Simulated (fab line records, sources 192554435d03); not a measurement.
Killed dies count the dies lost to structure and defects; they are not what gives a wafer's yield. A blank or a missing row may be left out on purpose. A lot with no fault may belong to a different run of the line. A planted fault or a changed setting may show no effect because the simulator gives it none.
fab line records + flow n5Finfet + part 1 of 2: steps 1 to 4 of 6
record
- lots=23
- wafers=69
- lastDay=17
route steps=1938 shown BEOL_M6@1209 BEOL_M7@1299
lots that met no fault: from a run of the same line without faults
startH: hours from the record's first day to the start of the lot's first wafer shown + waitH: hours from the lot's prior step to this one + " as in the row above + L1.1+2: a single row standing in for several wafers + - no value, or no start given + * or withheld: withheld + < > ~ a bound
route shown NAME@n: NAME is a module with steps in the file, n the number in the route of the first one + usual: mean/standard deviation of fault-free wafers + same: alike in all rows + chamber/n: place in a boat + sites: per-site readings + _std_site: the values' standard deviation + _edge_site: outer sites' mean less inner sites' + radiusMm: how far each site lies from the wafer's centre + mask NAME#n: copy n + behind: tool/chamber where the wafer was last shaped + hold: why the lot was held/for how many hours/how that ended + device: which transistor (n, p or np) failed to switch + end of line: the tests these same wafers got at the end of their route + a step without rows: its recipe alone + killed: at the first sort, the dies lost to defects and structure; wafer yield is something else + map: shows each die of a wafer: x if killed, . if not, _ if none is there
set.NAME: the setting the step ran with; set.NAME@STEP: the setting that earlier step ran with + model.NAME: the simulator's own value behind a step, which no gauge read
steps of the route over a sample of lots; a table a step, a row a wafer
services: when a tool's chamber went out of use (startH, in hours from the record's first day, below 0 if earlier), for how many hours, and the reason
## steps
# step N5_BEOL_M6_INSPECT_13
# recipe
- mode=adi
- inspectInstrument=brightfield
# usual
- rawDefectCount=418/110
| lot.wafer | tool             | chamber | startH | waitH | rawDefectCount |
|-----------|------------------|---------|--------|-------|----------------|
| L074.2    | defectInspect-02 | -       | 185.05 | 0.0   | 394            |
| L074.5    | "                | -       | "      | "     | 484            |
| L074.6    | "                | -       | "      | "     | 424            |
| L077.1    | defectInspect-01 | -       | 188.77 | 0.0   | 264            |
| L077.3    | "                | -       | "      | "     | 398            |
| L077.5    | "                | -       | "      | "     | 346            |
| L076.2    | defectInspect-02 | -       | 193.13 | 0.0   | 410            |
| L076.4    | "                | -       | "      | "     | 330            |
| L076.6    | "                | -       | "      | "     | 478            |
| L079.1    | defectInspect-02 | -       | 212.43 | 0.0   | 479            |
| L079.4    | "                | -       | "      | "     | 477            |
| L079.6    | "                | -       | "      | "     | 383            |
| L080.1    | defectInspect-01 | -       | 214.58 | 0.0   | 385            |
| L080.3    | "                | -       | "      | "     | 652            |
| L080.6    | "                | -       | "      | "     | 569            |
| L078.1    | defectInspect-01 | -       | 219.18 | 0.0   | 477            |
| L078.3    | "                | -       | "      | "     | 375            |
| L078.6    | "                | -       | "      | "     | 413            |
| L081.1    | defectInspect-01 | -       | 221.89 | 0.0   | 370            |
| L081.4    | "                | -       | "      | "     | 328            |
| L081.6    | "                | -       | "      | "     | 338            |
| L082.1    | defectInspect-02 | -       | 224.34 | 0.0   | 287            |
| L082.4    | "                | -       | "      | "     | 387            |
| L082.6    | "                | -       | "      | "     | 325            |
| L083.1    | defectInspect-01 | -       | 226.58 | 0.0   | 569            |
| L083.2    | "                | -       | "      | "     | 551            |
| L083.4    | "                | -       | "      | "     | 591            |
| L084.3    | defectInspect-01 | -       | 233.67 | 0.0   | 316            |
| L084.5    | "                | -       | "      | "     | 308            |
| L084.6    | "                | -       | "      | "     | 322            |
| L085.2    | defectInspect-02 | -       | 247.70 | 0.0   | 548            |
| L085.4    | "                | -       | "      | "     | 679            |
| L085.6    | "                | -       | "      | "     | 477            |
| L086.1    | defectInspect-01 | -       | 251.85 | 0.0   | 340            |
| L086.2    | "                | -       | "      | "     | 328            |
| L086.4    | "                | -       | "      | "     | 348            |
| L087.2    | defectInspect-01 | -       | 263.06 | 0.0   | 392            |
| L087.5    | "                | -       | "      | "     | 420            |
| L087.6    | "                | -       | "      | "     | 492            |
| L088.2    | defectInspect-01 | -       | 269.47 | 0.0   | 503            |
| L088.3    | "                | -       | "      | "     | 591            |
| L088.5    | "                | -       | "      | "     | 485            |
| L090.1    | defectInspect-02 | -       | 272.72 | 0.0   | 462            |
| L090.3    | "                | -       | "      | "     | 423            |
| L090.6    | "                | -       | "      | "     | 370            |
| L089.2    | defectInspect-01 | -       | 278.32 | 0.0   | 241            |
| L089.3    | "                | -       | "      | "     | 334            |
| L089.6    | "                | -       | "      | "     | 403            |
| L091.4    | defectInspect-01 | -       | 282.96 | 0.0   | 416            |
| L091.5    | "                | -       | "      | "     | 369            |
| L091.6    | "                | -       | "      | "     | 414            |
| L092.1    | defectInspect-02 | -       | 288.27 | 0.0   | 347            |
| L092.4    | "                | -       | "      | "     | 317            |
| L092.6    | "                | -       | "      | "     | 330            |
| L093.1    | defectInspect-02 | -       | 296.84 | 0.0   | 339            |
| L093.4    | "                | -       | "      | "     | 289            |
| L093.5    | "                | -       | "      | "     | 442            |
| L094.2    | defectInspect-02 | -       | 302.20 | 0.0   | 485            |
| L094.3    | "                | -       | "      | "     | 437            |
| L094.4    | "                | -       | "      | "     | 689            |
| L095.1    | defectInspect-02 | -       | 306.03 | 0.0   | 446            |
| L095.3    | "                | -       | "      | "     | 570            |
| L095.4    | "                | -       | "      | "     | 489            |
| L096.2    | defectInspect-01 | -       | 316.63 | 0.0   | 295            |
| L096.3    | "                | -       | "      | "     | 480            |
| L096.6    | "                | -       | "      | "     | 339            |
| L097.1    | defectInspect-02 | -       | 320.74 | 0.0   | 445            |
| L097.4    | "                | -       | "      | "     | 426            |
| L097.5    | "                | -       | "      | "     | 341            |
# step N5_BEOL_M6_INSPECT_30
# recipe
- mode=adi
- inspectInstrument=brightfield
# usual
- rawDefectCount=424/110
| lot.wafer | tool             | chamber | startH | waitH | rawDefectCount |
|-----------|------------------|---------|--------|-------|----------------|
| L074.2    | defectInspect-01 | -       | 187.00 | 0.0   | 369            |
| L074.5    | "                | -       | "      | "     | 461            |
| L074.6    | "                | -       | "      | "     | 380            |
| L077.1    | defectInspect-01 | -       | 190.33 | 0.1   | 258            |
| L077.3    | "                | -       | "      | "     | 409            |
| L077.5    | "                | -       | "      | "     | 352            |
| L076.2    | defectInspect-01 | -       | 195.17 | 0.0   | 366            |
| L076.4    | "                | -       | "      | "     | 305            |
| L076.6    | "                | -       | "      | "     | 487            |
| L079.1    | defectInspect-01 | -       | 215.84 | 0.1   | 454            |
| L079.4    | "                | -       | "      | "     | 487            |
| L079.6    | "                | -       | "      | "     | 367            |
| L080.1    | defectInspect-02 | -       | 216.50 | 0.1   | 414            |
| L080.3    | "                | -       | "      | "     | 688            |
| L080.6    | "                | -       | "      | "     | 599            |
| L078.1    | defectInspect-01 | -       | 220.20 | 0.1   | 500            |
| L078.3    | "                | -       | "      | "     | 358            |
| L078.6    | "                | -       | "      | "     | 430            |
| L081.1    | defectInspect-02 | -       | 224.16 | 0.1   | 398            |
| L081.4    | "                | -       | "      | "     | 321            |
| L081.6    | "                | -       | "      | "     | 346            |
| L082.1    | defectInspect-02 | -       | 225.61 | 0.1   | 305            |
| L082.4    | "                | -       | "      | "     | 377            |
| L082.6    | "                | -       | "      | "     | 356            |
| L083.1    | defectInspect-02 | -       | 229.48 | 0.1   | 618            |
| L083.2    | "                | -       | "      | "     | 531            |
| L083.4    | "                | -       | "      | "     | 638            |
| L084.3    | defectInspect-01 | -       | 235.90 | 0.0   | 340            |
| L084.5    | "                | -       | "      | "     | 322            |
| L084.6    | "                | -       | "      | "     | 332            |
| L085.2    | defectInspect-02 | -       | 250.63 | 0.0   | 540            |
| L085.4    | "                | -       | "      | "     | 654            |
| L085.6    | "                | -       | "      | "     | 494            |
| L086.1    | defectInspect-01 | -       | 253.33 | 0.1   | 334            |
| L086.2    | "                | -       | "      | "     | 333            |
| L086.4    | "                | -       | "      | "     | 381            |
| L087.2    | defectInspect-02 | -       | 264.28 | 0.0   | 439            |
| L087.5    | "                | -       | "      | "     | 470            |
| L087.6    | "                | -       | "      | "     | 521            |
| L088.2    | defectInspect-01 | -       | 271.89 | 0.0   | 470            |
| L088.3    | "                | -       | "      | "     | 611            |
| L088.5    | "                | -       | "      | "     | 501            |
| L090.1    | defectInspect-01 | -       | 273.79 | 0.1   | 434            |
| L090.3    | "                | -       | "      | "     | 408            |
| L090.6    | "                | -       | "      | "     | 387            |
| L089.2    | defectInspect-02 | -       | 280.66 | 0.0   | 269            |
| L089.3    | "                | -       | "      | "     | 353            |
| L089.6    | "                | -       | "      | "     | 447            |
| L091.4    | defectInspect-01 | -       | 283.86 | 0.0   | 426            |
| L091.5    | "                | -       | "      | "     | 341            |
| L091.6    | "                | -       | "      | "     | 405            |
| L092.1    | defectInspect-01 | -       | 289.54 | 0.1   | 334            |
| L092.4    | "                | -       | "      | "     | 322            |
| L092.6    | "                | -       | "      | "     | 317            |
| L093.1    | defectInspect-02 | -       | 297.73 | 0.1   | 394            |
| L093.4    | "                | -       | "      | "     | 294            |
| L093.5    | "                | -       | "      | "     | 433            |
| L094.2    | defectInspect-02 | -       | 305.09 | 0.0   | 500            |
| L094.3    | "                | -       | "      | "     | 402            |
| L094.4    | "                | -       | "      | "     | 682            |
| L095.1    | defectInspect-02 | -       | 307.43 | 0.1   | 427            |
| L095.3    | "                | -       | "      | "     | 594            |
| L095.4    | "                | -       | "      | "     | 518            |
| L096.2    | defectInspect-02 | -       | 317.63 | 0.0   | 317            |
| L096.3    | "                | -       | "      | "     | 537            |
| L096.6    | "                | -       | "      | "     | 365            |
| L097.1    | defectInspect-02 | -       | 323.09 | 0.1   | 464            |
| L097.4    | "                | -       | "      | "     | 447            |
| L097.5    | "                | -       | "      | "     | 373            |
# step N5_BEOL_M7_DESCUM_33
# recipe
- chemistry=O2
- timeS=7
- sourcePowerW=50
- biasPowerW=20
- pressureMtorr=20
- rfFrequencyHz=2.712e+07
- tempC=40
- resist=CAR-EUV
- o2FlowSccm=225
# usual
- drypumpMotorCurrentA=5.7/0.58
- oesProductAu=0.80/0.093
- rfVppV=243.3/1.5
- showerheadPlenumPTorr=2.10/0.087
- throttleValvePct=20.37/0.19
| lot.wafer | tool       | chamber | startH | waitH | drypumpMotorCurrentA | oesProductAu | rfHoursCounterH | rfVppV | showerheadPlenumPTorr | throttleValvePct |
|-----------|------------|---------|--------|-------|----------------------|--------------|-----------------|--------|-----------------------|------------------|
| L074.2    | rieDiel-01 | 1       | 194.39 | 0.0   | 5.8                  | 0.90         | 36              | 244.3  | 2.22                  | 20.22            |
| L074.5    | "          | 1       | "      | "     | 5.8                  | 0.91         | -               | 245.7  | 2.22                  | 20.23            |
| L074.6    | "          | 0       | "      | "     | 6.0                  | 0.68         | -               | 243.7  | 2.15                  | 20.65            |
| L077.1    | rieDiel-03 | 0       | 197.24 | 0.0   | 5.4                  | 0.70         | 232             | 244.7  | 2.16                  | 20.43            |
| L077.3    | "          | 3       | "      | "     | 5.2                  | 0.77         | 128             | 239.8  | 1.93                  | 20.18            |
| L077.5    | "          | 0       | "      | "     | 5.4                  | 0.71         | -               | 244.6  | 2.16                  | 20.41            |
| L076.2    | rieDiel-05 | 2       | 203.19 | 0.3   | 6.2                  | 0.72         | 182             | 240.7  | 2.01                  | 20.65            |
| L076.4    | "          | 0       | "      | "     | 4.7                  | 0.86         | -               | 243.0  | 2.03                  | 20.16            |
| L076.6    | "          | 2       | "      | "     | 6.2                  | 0.71         | -               | 240.8  | 2.01                  | 20.64            |
| L079.1    | rieDiel-03 | 2       | 224.32 | 0.0   | 5.1                  | 0.73         | 163             | 245.6  | 2.18                  | 20.36            |
| L079.4    | "          | 1       | "      | "     | 5.4                  | 0.73         | 186             | 243.2  | 2.17                  | 20.31            |
| L079.6    | "          | 1       | "      | "     | 5.4                  | 0.73         | -               | 244.0  | 2.17                  | 20.32            |
| L080.1    | rieDiel-05 | 0       | 225.32 | 0.0   | 4.7                  | 0.86         | 53              | 242.2  | 2.03                  | 20.18            |
| L080.3    | "          | 1       | "      | "     | 6.0                  | 0.95         | 7               | 243.9  | 2.06                  | 20.39            |
| L080.6    | "          | 0       | "      | "     | 4.7                  | 0.86         | -               | 241.1  | 2.03                  | 20.19            |
| L078.1    | rieDiel-03 | 1       | 229.63 | 0.2   | 5.5                  | 0.73         | 187             | 244.2  | 2.17                  | 20.33            |
| L078.3    | "          | 2       | "      | "     | 5.1                  | 0.73         | 164             | 244.2  | 2.18                  | 20.36            |
| L078.6    | "          | 2       | "      | "     | 5.2                  | 0.74         | -               | 245.2  | 2.18                  | 20.35            |
| L081.1    | rieDiel-01 | 3       | 231.95 | 0.0   | 4.9                  | 0.95         | 11              | 243.2  | 2.14                  | 19.99            |
| L081.4    | "          | 1       | "      | "     | 5.8                  | 0.88         | 49              | 243.5  | 2.22                  | 20.24            |
| L081.6    | "          | 3       | "      | "     | 4.9                  | 0.94         | -               | 244.2  | 2.14                  | 19.98            |
| L082.1    | rieDiel-03 | 0       | 235.95 | 0.1   | 5.3                  | 0.69         | 243             | 243.9  | 2.16                  | 20.44            |
| L082.4    | "          | 3       | "      | "     | 5.2                  | 0.76         | 139             | 240.7  | 1.92                  | 20.20            |
| L082.6    | "          | 1       | "      | "     | 5.4                  | 0.74         | -               | 244.1  | 2.17                  | 20.32            |
| L083.1    | rieDiel-05 | 2       | 237.77 | 0.2   | 6.2                  | 0.70         | 193             | 241.2  | 2.00                  | 20.65            |
| L083.2    | "          | 1       | "      | "     | 6.0                  | 0.94         | 10              | 243.2  | 2.06                  | 20.38            |
| L083.4    | "          | 0       | "      | "     | 4.7                  | 0.84         | 57              | 243.6  | 2.03                  | 20.18            |
| L084.3    | rieDiel-05 | 2       | 246.22 | 0.3   | 6.2                  | 0.70         | 195             | 243.6  | 2.00                  | 20.64            |
| L084.5    | "          | 0       | "      | "     | 4.7                  | 0.85         | -               | 242.6  | 2.03                  | 20.19            |
| L084.6    | "          | 3       | "      | "     | 6.8                  | 0.75         | -               | 242.5  | 1.99                  | 20.42            |
| L085.2    | rieDiel-03 | 1       | 258.87 | 0.8   | 5.5                  | 0.73         | 198             | 244.0  | 2.17                  | 20.34            |
| L085.4    | "          | 1       | "      | "     | 5.5                  | 0.72         | -               | 244.2  | 2.17                  | 20.33            |
| L085.6    | "          | 0       | "      | "     | 5.4                  | 0.69         | -               | 243.5  | 2.15                  | 20.45            |
| L086.1    | rieDiel-05 | 1       | 262.09 | 0.0   | 6.0                  | 0.92         | 18              | 242.3  | 2.05                  | 20.38            |
| L086.2    | "          | 3       | "      | "     | 6.8                  | 0.75         | 171             | 242.9  | 1.99                  | 20.43            |
| L086.4    | "          | 0       | "      | "     | 4.7                  | 0.84         | 65              | 243.2  | 2.03                  | 20.19            |
| L087.2    | rieDiel-01 | 1       | 272.15 | 0.3   | 5.8                  | 0.87         | 63              | 244.1  | 2.21                  | 20.27            |
| L087.5    | "          | 0       | "      | "     | 6.0                  | 0.96         | -               | 245.4  | 2.14                  | 20.36            |
| L087.6    | "          | 1       | "      | "     | 5.8                  | 0.87         | -               | 245.7  | 2.21                  | 20.27            |
| L088.2    | rieDiel-01 | 1       | 280.56 | 0.0   | 5.8                  | 0.86         | 66              | 244.5  | 2.21                  | 20.25            |
| L088.3    | "          | 3       | "      | "     | 4.8                  | 0.91         | 27              | 244.8  | 2.13                  | 20.02            |
| L088.5    | "          | 0       | "      | "     | 6.0                  | 0.94         | -               | 243.4  | 2.14                  | 20.35            |
| L090.1    | rieDiel-03 | 3       | 280.98 | 0.4   | 5.2                  | 0.74         | 157             | 241.5  | 1.92                  | 20.24            |
| L090.3    | "          | 2       | "      | "     | 5.1                  | 0.73         | 179             | 244.0  | 2.17                  | 20.38            |
| L090.6    | "          | 3       | "      | "     | 5.2                  | 0.73         | -               | 240.5  | 1.92                  | 20.23            |
| L089.2    | rieDiel-01 | 3       | 287.62 | 0.3   | 4.8                  | 0.89         | 31              | 243.2  | 2.13                  | 20.03            |
| L089.3    | "          | 2       | "      | "     | 6.3                  | 0.72         | 211             | 243.2  | 2.15                  | 20.74            |
| L089.6    | "          | 3       | "      | "     | 4.9                  | 0.89         | -               | 244.1  | 2.13                  | 20.02            |
| L091.4    | rieDiel-05 | 1       | 289.64 | 0.0   | 6.0                  | 0.91         | 26              | 242.2  | 2.05                  | 20.39            |
| L091.5    | "          | 1       | "      | "     | 6.0                  | 0.91         | -               | 243.4  | 2.05                  | 20.40            |
| L091.6    | "          | 2       | "      | "     | 6.2                  | 0.69         | -               | 241.6  | 2.00                  | 20.68            |
| L092.1    | rieDiel-05 | 0       | 301.09 | 0.0   | 4.7                  | 0.83         | 76              | 242.5  | 2.02                  | 20.21            |
| L092.4    | "          | 3       | "      | "     | 6.8                  | 0.75         | 183             | 242.1  | 1.99                  | 20.46            |
| L092.6    | "          | 1       | "      | "     | 6.0                  | 0.90         | -               | 242.2  | 2.05                  | 20.40            |
| L093.1    | rieDiel-03 | 1       | 307.59 | 0.0   | 5.5                  | 0.71         | 214             | 244.4  | 2.16                  | 20.35            |
| L093.4    | "          | 2       | "      | "     | 5.2                  | 0.72         | 189             | 244.8  | 2.17                  | 20.41            |
| L093.5    | "          | 1       | "      | "     | 5.5                  | 0.71         | -               | 242.9  | 2.16                  | 20.36            |
| L094.2    | rieDiel-03 | 2       | 312.67 | 0.6   | 5.2                  | 0.71         | 191             | 244.5  | 2.17                  | 20.40            |
| L094.3    | "          | 3       | "      | "     | 5.2                  | 0.72         | 170             | 241.6  | 1.91                  | 20.27            |
| L094.4    | "          | 1       | "      | "     | 5.4                  | 0.71         | 216             | 245.0  | 2.16                  | 20.36            |
| L095.1    | rieDiel-01 | 0       | 315.95 | 0.0   | 6.0                  | 0.92         | 32              | 242.0  | 2.14                  | 20.38            |
| L095.3    | "          | 1       | "      | "     | 5.8                  | 0.85         | 78              | 244.3  | 2.21                  | 20.28            |
| L095.4    | "          | 3       | "      | "     | 4.9                  | 0.87         | 40              | 244.3  | 2.13                  | 20.05            |
| L096.2    | rieDiel-01 | 3       | 327.67 | 0.1   | 4.9                  | 0.87         | 43              | 243.2  | 2.13                  | 20.05            |
| L096.3    | "          | 1       | "      | "     | 5.8                  | 0.84         | 82              | 244.6  | 2.21                  | 20.29            |
| L096.6    | "          | 0       | "      | "     | 6.0                  | 0.91         | -               | 244.0  | 2.14                  | 20.36            |
| L097.1    | rieDiel-05 | 1       | 331.35 | 0.0   | 6.0                  | 0.89         | 38              | 242.1  | 2.05                  | 20.43            |
| L097.4    | "          | 0       | "      | "     | 4.7                  | 0.82         | 85              | 241.6  | 2.02                  | 20.22            |
| L097.5    | "          | 1       | "      | "     | 6.0                  | 0.89         | -               | 240.9  | 2.05                  | 20.42            |
# step N5_BEOL_M7_VIA_ETCH_34
# recipe
- chemistry=C4F6/O2
- target=SiCOH_lowk
- targetDepthA=1255
- maskMaterial=SOC
- taperDeg=4
- timeS=50.5
- ionEnergyEv=250
- pressureMtorr=30
- sourceW=345
- biasW=185
- Ar_flow_sccm=300
- C4F6_flow_sccm=10
- O2_flow_sccm=10
# usual
- drypumpMotorCurrentA=5.7/0.58
- mfcArSccm=300.0/0.97
- oesProductAu=0.80/0.093
- rfVppV=664/5.7
- showerheadPlenumPTorr=2.85/0.11
- throttleValvePct=20.83/0.17
| lot.wafer | tool       | chamber | startH | waitH | drypumpMotorCurrentA | mfcArSccm | oesProductAu | rfHoursCounterH | rfVppV | showerheadPlenumPTorr | throttleValvePct |
|-----------|------------|---------|--------|-------|----------------------|-----------|--------------|-----------------|--------|-----------------------|------------------|
| L074.2    | rieDiel-01 | 1       | 194.57 | 0.0   | 5.8                  | 300.1     | 0.92         | 36              | 667    | 3.01                  | 20.67            |
| L074.5    | "          | 1       | "      | "     | 5.8                  | 300.3     | 0.90         | -               | 668    | 3.01                  | 20.68            |
| L074.6    | "          | 0       | "      | "     | 6.0                  | 300.1     | 0.69         | -               | 667    | 2.91                  | 21.04            |
| L077.1    | rieDiel-03 | 0       | 197.42 | 0.0   | 5.4                  | 299.3     | 0.71         | 232             | 670    | 2.92                  | 20.81            |
| L077.3    | "          | 3       | "      | "     | 5.2                  | 300.6     | 0.77         | 128             | 662    | 2.64                  | 20.68            |
| L077.5    | "          | 0       | "      | "     | 5.4                  | 299.9     | 0.69         | -               | 672    | 2.92                  | 20.80            |
| L076.2    | rieDiel-05 | 2       | 203.37 | 0.0   | 6.2                  | 298.9     | 0.70         | 182             | 659    | 2.72                  | 21.01            |
| L076.4    | "          | 0       | "      | "     | 4.7                  | 298.9     | 0.87         | -               | 659    | 2.79                  | 20.74            |
| L076.6    | "          | 2       | "      | "     | 6.2                  | 296.8     | 0.71         | -               | 658    | 2.72                  | 21.00            |
| L079.1    | rieDiel-03 | 2       | 224.50 | 0.0   | 5.1                  | 298.9     | 0.73         | 163             | 661    | 2.94                  | 20.73            |
| L079.4    | "          | 1       | "      | "     | 5.4                  | 301.4     | 0.73         | 186             | 669    | 2.94                  | 20.78            |
| L079.6    | "          | 1       | "      | "     | 5.5                  | 299.6     | 0.73         | -               | 669    | 2.94                  | 20.78            |
| L080.1    | rieDiel-05 | 0       | 225.50 | 0.0   | 4.7                  | 300.5     | 0.85         | 53              | 659    | 2.78                  | 20.75            |
| L080.3    | "          | 1       | "      | "     | 6.0                  | 300.8     | 0.96         | 7               | 673    | 2.79                  | 20.77            |
| L080.6    | "          | 0       | "      | "     | 4.7                  | 299.4     | 0.85         | -               | 658    | 2.78                  | 20.72            |
| L078.1    | rieDiel-03 | 1       | 229.81 | 0.0   | 5.4                  | 302.0     | 0.73         | 187             | 672    | 2.94                  | 20.78            |
| L078.3    | "          | 2       | "      | "     | 5.1                  | 298.0     | 0.73         | 164             | 662    | 2.94                  | 20.75            |
| L078.6    | "          | 2       | "      | "     | 5.2                  | 299.7     | 0.73         | -               | 661    | 2.94                  | 20.75            |
| L081.1    | rieDiel-01 | 3       | 232.13 | 0.0   | 4.9                  | 299.8     | 0.94         | 11              | 663    | 2.93                  | 20.61            |
| L081.4    | "          | 1       | "      | "     | 5.8                  | 298.8     | 0.88         | 49              | 668    | 3.01                  | 20.70            |
| L081.6    | "          | 3       | "      | "     | 4.9                  | 300.1     | 0.95         | -               | 663    | 2.93                  | 20.60            |
| L082.1    | rieDiel-03 | 0       | 236.13 | 0.0   | 5.4                  | 299.0     | 0.70         | 243             | 672    | 2.91                  | 20.80            |
| L082.4    | "          | 3       | "      | "     | 5.2                  | 301.3     | 0.76         | 139             | 662    | 2.63                  | 20.70            |
| L082.6    | "          | 1       | "      | "     | 5.4                  | 301.7     | 0.73         | -               | 671    | 2.94                  | 20.77            |
| L083.1    | rieDiel-05 | 2       | 237.95 | 0.0   | 6.2                  | 301.6     | 0.70         | 193             | 658    | 2.71                  | 21.00            |
| L083.2    | "          | 1       | "      | "     | 6.0                  | 300.2     | 0.94         | 10              | 671    | 2.79                  | 20.78            |
| L083.4    | "          | 0       | "      | "     | 4.7                  | 298.9     | 0.85         | 57              | 657    | 2.78                  | 20.75            |
| L084.3    | rieDiel-05 | 2       | 246.40 | 0.0   | 6.2                  | 299.5     | 0.69         | 195             | 656    | 2.71                  | 21.02            |
| L084.5    | "          | 0       | "      | "     | 4.7                  | 300.8     | 0.84         | -               | 658    | 2.78                  | 20.75            |
| L084.6    | "          | 3       | "      | "     | 6.8                  | 299.1     | 0.75         | -               | 651    | 2.74                  | 21.01            |
| L085.2    | rieDiel-03 | 1       | 259.05 | 0.0   | 5.4                  | 300.7     | 0.72         | 198             | 669    | 2.94                  | 20.79            |
| L085.4    | "          | 1       | "      | "     | 5.5                  | 300.8     | 0.73         | -               | 670    | 2.94                  | 20.80            |
| L085.6    | "          | 0       | "      | "     | 5.4                  | 298.5     | 0.68         | -               | 671    | 2.91                  | 20.83            |
| L086.1    | rieDiel-05 | 1       | 262.27 | 0.0   | 6.0                  | 299.5     | 0.92         | 18              | 672    | 2.78                  | 20.78            |
| L086.2    | "          | 3       | "      | "     | 6.8                  | 300.1     | 0.75         | 172             | 653    | 2.74                  | 21.02            |
| L086.4    | "          | 0       | "      | "     | 4.7                  | 300.2     | 0.84         | 65              | 658    | 2.78                  | 20.76            |
| L087.2    | rieDiel-01 | 1       | 272.33 | 0.0   | 5.8                  | 300.4     | 0.87         | 63              | 668    | 3.00                  | 20.71            |
| L087.5    | "          | 0       | "      | "     | 6.0                  | 300.0     | 0.96         | -               | 667    | 2.90                  | 20.74            |
| L087.6    | "          | 1       | "      | "     | 5.8                  | 300.3     | 0.87         | -               | 668    | 3.00                  | 20.72            |
| L088.2    | rieDiel-01 | 1       | 280.74 | 0.0   | 5.8                  | 300.5     | 0.86         | 66              | 667    | 3.00                  | 20.72            |
| L088.3    | "          | 3       | "      | "     | 4.9                  | 299.2     | 0.91         | 28              | 662    | 2.92                  | 20.61            |
| L088.5    | "          | 0       | "      | "     | 6.0                  | 300.0     | 0.94         | -               | 667    | 2.90                  | 20.73            |
| L090.1    | rieDiel-03 | 3       | 281.16 | 0.0   | 5.2                  | 298.8     | 0.74         | 157             | 661    | 2.62                  | 20.72            |
| L090.3    | "          | 2       | "      | "     | 5.2                  | 299.8     | 0.72         | 179             | 662    | 2.94                  | 20.75            |
| L090.6    | "          | 3       | "      | "     | 5.2                  | 299.4     | 0.74         | -               | 660    | 2.62                  | 20.71            |
| L089.2    | rieDiel-01 | 3       | 287.80 | 0.0   | 4.8                  | 299.3     | 0.89         | 31              | 661    | 2.92                  | 20.63            |
| L089.3    | "          | 2       | "      | "     | 6.4                  | 300.9     | 0.72         | 211             | 664    | 2.93                  | 21.26            |
| L089.6    | "          | 3       | "      | "     | 4.9                  | 300.1     | 0.89         | -               | 661    | 2.92                  | 20.62            |
| L091.4    | rieDiel-05 | 1       | 289.82 | 0.0   | 6.0                  | 300.9     | 0.91         | 26              | 672    | 2.78                  | 20.80            |
| L091.5    | "          | 1       | "      | "     | 6.0                  | 299.8     | 0.92         | -               | 674    | 2.78                  | 20.78            |
| L091.6    | "          | 2       | "      | "     | 6.3                  | 299.1     | 0.69         | -               | 657    | 2.71                  | 21.03            |
| L092.1    | rieDiel-05 | 0       | 301.27 | 0.0   | 4.7                  | 299.9     | 0.82         | 76              | 657    | 2.77                  | 20.78            |
| L092.4    | "          | 3       | "      | "     | 6.8                  | 300.0     | 0.73         | 183             | 654    | 2.73                  | 21.03            |
| L092.6    | "          | 1       | "      | "     | 6.0                  | 302.3     | 0.90         | -               | 672    | 2.78                  | 20.80            |
| L093.1    | rieDiel-03 | 1       | 307.77 | 0.0   | 5.4                  | 300.6     | 0.71         | 214             | 670    | 2.93                  | 20.80            |
| L093.4    | "          | 2       | "      | "     | 5.1                  | 300.2     | 0.71         | 189             | 660    | 2.93                  | 20.76            |
| L093.5    | "          | 1       | "      | "     | 5.5                  | 300.8     | 0.71         | -               | 670    | 2.93                  | 20.80            |
| L094.2    | rieDiel-03 | 2       | 312.85 | 0.0   | 5.2                  | 300.8     | 0.72         | 191             | 662    | 2.93                  | 20.77            |
| L094.3    | "          | 3       | "      | "     | 5.2                  | 300.8     | 0.72         | 170             | 661    | 2.62                  | 20.74            |
| L094.4    | "          | 1       | "      | "     | 5.4                  | 300.3     | 0.71         | 216             | 670    | 2.93                  | 20.81            |
| L095.1    | rieDiel-01 | 0       | 316.13 | 0.0   | 6.0                  | 300.0     | 0.93         | 32              | 665    | 2.89                  | 20.75            |
| L095.3    | "          | 1       | "      | "     | 5.8                  | 299.7     | 0.84         | 78              | 666    | 2.99                  | 20.77            |
| L095.4    | "          | 3       | "      | "     | 4.9                  | 299.7     | 0.88         | 40              | 663    | 2.91                  | 20.63            |
| L096.2    | rieDiel-01 | 3       | 327.85 | 0.0   | 4.9                  | 299.6     | 0.88         | 43              | 661    | 2.91                  | 20.63            |
| L096.3    | "          | 1       | "      | "     | 5.8                  | 300.3     | 0.85         | 82              | 667    | 2.99                  | 20.76            |
| L096.6    | "          | 0       | "      | "     | 6.0                  | 299.7     | 0.91         | -               | 665    | 2.89                  | 20.75            |
| L097.1    | rieDiel-05 | 1       | 331.53 | 0.0   | 6.0                  | 300.1     | 0.89         | 38              | 671    | 2.77                  | 20.83            |
| L097.4    | "          | 0       | "      | "     | 4.7                  | 301.7     | 0.81         | 85              | 657    | 2.77                  | 20.81            |
| L097.5    | "          | 1       | "      | "     | 6.0                  | 300.3     | 0.89         | -               | 671    | 2.77                  | 20.80            |
